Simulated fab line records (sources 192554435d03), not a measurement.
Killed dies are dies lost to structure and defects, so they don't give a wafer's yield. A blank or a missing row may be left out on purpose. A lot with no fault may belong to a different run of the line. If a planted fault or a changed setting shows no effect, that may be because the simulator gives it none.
Matching of chambers :: flow n5-finfet :: N5_BEOL_M3_STRIP_36 on rie-diel-03: 4 sister chambers
The step strips in N2/H2. 8 wafers are shown with their chamber, then 8 later ones without.

== EACH WAFER AND ITS CHAMBER ==
wafer: L075.3
chamber: 2
showerhead-plenum-p-Torr (Torr): 2.42
throttle-valve-pct (%): 23.63

wafer: L078.1
chamber: 3
showerhead-plenum-p-Torr (Torr): 2.63
throttle-valve-pct (%): 23.74

wafer: L084.1
chamber: 2
showerhead-plenum-p-Torr (Torr): 2.41
throttle-valve-pct (%): 23.64

wafer: L084.2
chamber: 1
showerhead-plenum-p-Torr (Torr): 2.52
throttle-valve-pct (%): 24.28

wafer: L085.2
chamber: 3
showerhead-plenum-p-Torr (Torr): 2.63
throttle-valve-pct (%): 23.74

wafer: L085.3
chamber: 0
showerhead-plenum-p-Torr (Torr): 2.66
throttle-valve-pct (%): 23.96

wafer: L085.6
chamber: 1
showerhead-plenum-p-Torr (Torr): 2.52
throttle-valve-pct (%): 24.30

wafer: L088.2
chamber: 0
showerhead-plenum-p-Torr (Torr): 2.66
throttle-valve-pct (%): 23.97

== WAFERS MISSING THEIR CHAMBER ==
wafer: L088.4
showerhead-plenum-p-Torr (Torr): 2.41
throttle-valve-pct (%): 23.64

wafer: L088.5
showerhead-plenum-p-Torr (Torr): 2.41
throttle-valve-pct (%): 23.64

wafer: L090.1
showerhead-plenum-p-Torr (Torr): 2.62
throttle-valve-pct (%): 23.75

wafer: L090.4
showerhead-plenum-p-Torr (Torr): 2.51
throttle-valve-pct (%): 24.32

wafer: L090.5
showerhead-plenum-p-Torr (Torr): 2.62
throttle-valve-pct (%): 23.75

wafer: L092.1
showerhead-plenum-p-Torr (Torr): 2.66
throttle-valve-pct (%): 23.94

wafer: L092.2
showerhead-plenum-p-Torr (Torr): 2.40
throttle-valve-pct (%): 23.65

wafer: L092.5
showerhead-plenum-p-Torr (Torr): 2.40
throttle-valve-pct (%): 23.69

== WHICH CHAMBER EACH ONE RAN IN ==
wafer: L088.4
from the rows above: 2
in truth: 2

wafer: L088.5
from the rows above: 2
in truth: 2

wafer: L090.1
from the rows above: 3
in truth: 3

wafer: L090.4
from the rows above: 1
in truth: 1

wafer: L090.5
from the rows above: 3
in truth: 3

wafer: L092.1
from the rows above: 0
in truth: 0

wafer: L092.2
from the rows above: 2
in truth: 2

wafer: L092.5
from the rows above: 2
in truth: 2
Correctly placed: 8 of 8. Left unplaced by these rows: 0. Number placed wrongly: 0.
How it was worked out, from the rows above alone: a wafer's distance from a chamber is the root of the sum, over the readings, of the square of ((its reading less the chamber's mean) divided by the reading's scatter). If the next closest chamber is less than 2 further off than the closest, the wafer can't be placed; otherwise it belongs to the closest. A chamber's mean is the mean of its shown wafers. The scatter is the square root of a quotient: the sum, over the shown wafers, of each reading's squared deviation from its chamber's mean, divided by wafers minus chambers.
